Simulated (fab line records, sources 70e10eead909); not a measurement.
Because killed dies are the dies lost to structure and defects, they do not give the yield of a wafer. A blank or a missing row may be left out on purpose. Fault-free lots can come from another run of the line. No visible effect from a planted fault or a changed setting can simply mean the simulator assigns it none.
Chamber matching :: flow nand-harc :: rie-diel-01 running NHARC_A_CHANNEL_FILL_D2_ETCHBACK_20: 4 sister chambers
The step etches the open film in C4F8/O2/Ar, target depth 27 nm, time 13.5 s. 8 wafers are shown with their chamber, then 10 later ones without.

## EACH WAFER AND ITS CHAMBER
wafer: L081.4
chamber: 3
rf-vpp-V (V): 979
oes-product-au (a.u.): 1.001

wafer: L083.6
chamber: 3
rf-vpp-V (V): 980
oes-product-au (a.u.): 0.999

wafer: L086.3
chamber: 2
rf-vpp-V (V): 969
oes-product-au (a.u.): 0.998

wafer: L090.1
chamber: 0
rf-vpp-V (V): 971
oes-product-au (a.u.): 1.002

wafer: L090.3
chamber: 2
rf-vpp-V (V): 969
oes-product-au (a.u.): 1.005

wafer: L090.4
chamber: 1
rf-vpp-V (V): 974
oes-product-au (a.u.): 0.997

wafer: L091.1
chamber: 0
rf-vpp-V (V): 972
oes-product-au (a.u.): 1.006

wafer: L091.3
chamber: 1
rf-vpp-V (V): 973
oes-product-au (a.u.): 0.993

## WAFERS MISSING THEIR CHAMBER
wafer: L091.4
rf-vpp-V (V): 980
oes-product-au (a.u.): 1.008

wafer: L091.2
rf-vpp-V (V): 969
oes-product-au (a.u.): 1.006

wafer: L091.5
rf-vpp-V (V): 969
oes-product-au (a.u.): 1.008

wafer: L091.6
rf-vpp-V (V): 974
oes-product-au (a.u.): 1.005

wafer: L095.1
rf-vpp-V (V): 979
oes-product-au (a.u.): 0.992

wafer: L095.4
rf-vpp-V (V): 971
oes-product-au (a.u.): 0.997

wafer: L095.5
rf-vpp-V (V): 971
oes-product-au (a.u.): 0.991

wafer: L097.1
rf-vpp-V (V): 971
oes-product-au (a.u.): 1.002

wafer: L097.3
rf-vpp-V (V): 971
oes-product-au (a.u.): 1.009

wafer: L097.4
rf-vpp-V (V): 974
oes-product-au (a.u.): 0.994

## THE CHAMBER EACH PASSED THROUGH
wafer: L091.4
from the rows above: 3
in truth: 3

wafer: L091.2
from the rows above: 2
in truth: 2

wafer: L091.5
from the rows above: 2
in truth: 2

wafer: L091.6
from the rows above: can't be placed: 1 or 0
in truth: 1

wafer: L095.1
from the rows above: 3
in truth: 3

wafer: L095.4
from the rows above: can't be placed: 0 or 2 or 1
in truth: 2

wafer: L095.5
from the rows above: can't be placed: 0 or 1 or 2
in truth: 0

wafer: L097.1
from the rows above: 0
in truth: 0

wafer: L097.3
from the rows above: 0
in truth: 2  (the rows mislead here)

wafer: L097.4
from the rows above: 1
in truth: 1
Correctly placed: 6 of 10. Can't be placed from these rows: 3 (the true chamber is among the candidates in 3). Wrongly placed: 1.
How it was worked out, from the rows above alone: a wafer's distance from a chamber is the root of the sum, over the readings, of the square of ((its reading less the chamber's mean) divided by the reading's scatter). The wafer belongs to the nearest chamber; if the next one is less than 2 further off, it can't be placed. For every chamber, the mean is computed from those of its wafers that are shown. How the scatter is found: for the shown wafers, subtract from each reading the mean of its chamber, square and add these, divide the total by (wafers less chambers), then take the root.
